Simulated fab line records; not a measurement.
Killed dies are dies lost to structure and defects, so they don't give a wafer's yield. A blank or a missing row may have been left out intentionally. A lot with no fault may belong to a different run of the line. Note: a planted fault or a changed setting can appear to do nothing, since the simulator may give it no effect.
A struck lot beside a sound one | flow nand harc | 14 out of 1159 route steps
Sound: wafers L618.1, L618.4, L618.6. Wafers struck: L609.3, L609.5, L609.6. Last of all comes the cause.
Order at every step that has rows: each side's tool, ch and its chambers, its first start. Under that, the readings that differ: sound wafers | struck wafers | difference of the means | sigmas: that difference in standard deviations of wafers without a fault.
alike: readings whose means differ by less than 2 such deviations, and words and numbers that are the same on both sides. not compared: withheld readings, readings that some wafer has no value for, bounds like >300 that may hide the same value, and numbers for which the record gives no deviation and whose values overlap.
The two part at a step that has a row with sigmas, a row that says differs or no value, or rows on one side only. Numbers that have no deviation but don't overlap get no sigmas and don't part them. A reading missing from all wafers of one side parts the sides only when that side holds two or more wafers.

first, 3 steps without rows for these wafers: NHARC_A_STAIRCASE_ETCH_13 (etches the open film in C4F8/O2, target depth 100 nm, time 40.5 s); NHARC_A_STAIRCASE_TRIM_14 (chemistry O2, time 211.2 s); NHARC_A_STAIRCASE_ETCH_15 (etches the open film in C4F8/O2, target depth 100 nm, time 40.5 s).
NHARC_A_STAIRCASE_TRIM_16: chemistry O2, time 211.2 s.
  sound: rie diel-07 ch 0,1; struck: rie diel-08 ch 0,2,3
  reading                     | sound       | struck      | difference | sigmas
  drypump motor current A (A) | 4.7 4.8 4.8 | 6.3 6.0 6.4 | +1.5       | +2
  alike: chamber pressure mTorr, oes product au, rf vpp V, showerhead plenum p Torr, throttle valve pct
  not compared: rf hours counter h
then, 2 steps without rows for these wafers: NHARC_A_STAIRCASE_ETCH_17 (etches the open film in C4F8/O2, target depth 100 nm, time 40.5 s); NHARC_A_STAIRCASE_TRIM_18 (chemistry O2, time 211.2 s).
NHARC_A_STAIRCASE_ETCH_19: etches the open film in C4F8/O2, target depth 100 nm, time 40.5 s.
  sound: rie diel-07 ch 0,1,2; struck: rie diel-08 ch 1,2
  alike: oes product au, rf vpp V
  not compared: rf hours counter h
NHARC_A_STAIRCASE_TRIM_20: chemistry O2, time 211.2 s.
  sound on rie diel-02 ch 0,1,2, day 15 23:47; struck on rie diel-08 ch 0,1,3, day 14 00:44
  alike: chamber pressure mTorr, drypump motor current A, oes product au, rf vpp V, showerhead plenum p Torr, throttle valve pct
  not compared: rf hours counter h
then, 1 step without rows for these wafers: NHARC_A_STAIRCASE_ETCH_21 (etches the open film in C4F8/O2, target depth 100 nm, time 40.5 s).
NHARC_A_STAIRCASE_TRIM_22: chemistry O2, time 211.2 s.
  sound: rie diel-02 ch 2,3; struck: rie diel-08 ch 0,1,2
  alike: chamber pressure mTorr, drypump motor current A, oes product au, rf vpp V, showerhead plenum p Torr, throttle valve pct
  not compared: rf hours counter h
then, 1 step without rows for these wafers: NHARC_A_STAIRCASE_ETCH_23 (etches the open film in C4F8/O2, target depth 100 nm, time 40.5 s).
NHARC_A_STAIRCASE_TRIM_24: chemistry O2, time 211.2 s.
  sound on rie diel-02 ch 2,3, day 16 00:25; struck on rie diel-08 ch 0,1, day 14 01:11
  no value came back on the struck wafers for any of 7 readings (bias w (W), chamber pressure mTorr (mTorr) and others); on the sound wafers bias w (W) reads 0 0 0
  not compared: rf hours counter h
NHARC_A_STAIRCASE_ETCH_25: etches the open film in C4F8/O2, target depth 100 nm, time 40.5 s.
  sound: rie diel-02 ch 2,3; struck: rie diel-08 ch 0,1
  alike: oes product au, rf vpp V
  not compared: rf hours counter h
-- record jumps: 9 days between struck wafers' starts before vs after; left off in module A_STAIRCASE, resumes in module END, first step shown is number 1159 of the route --
NHARC_END_SORT_01:
  here the record holds rows for the struck wafers (prober-02 ch 0, day 22 15:03) but none for the sound ones

## WHERE THEY PART
First at NHARC_A_STAIRCASE_TRIM_16; last, within this record, at NHARC_END_SORT_01.

WHY: the cause the simulator had injected
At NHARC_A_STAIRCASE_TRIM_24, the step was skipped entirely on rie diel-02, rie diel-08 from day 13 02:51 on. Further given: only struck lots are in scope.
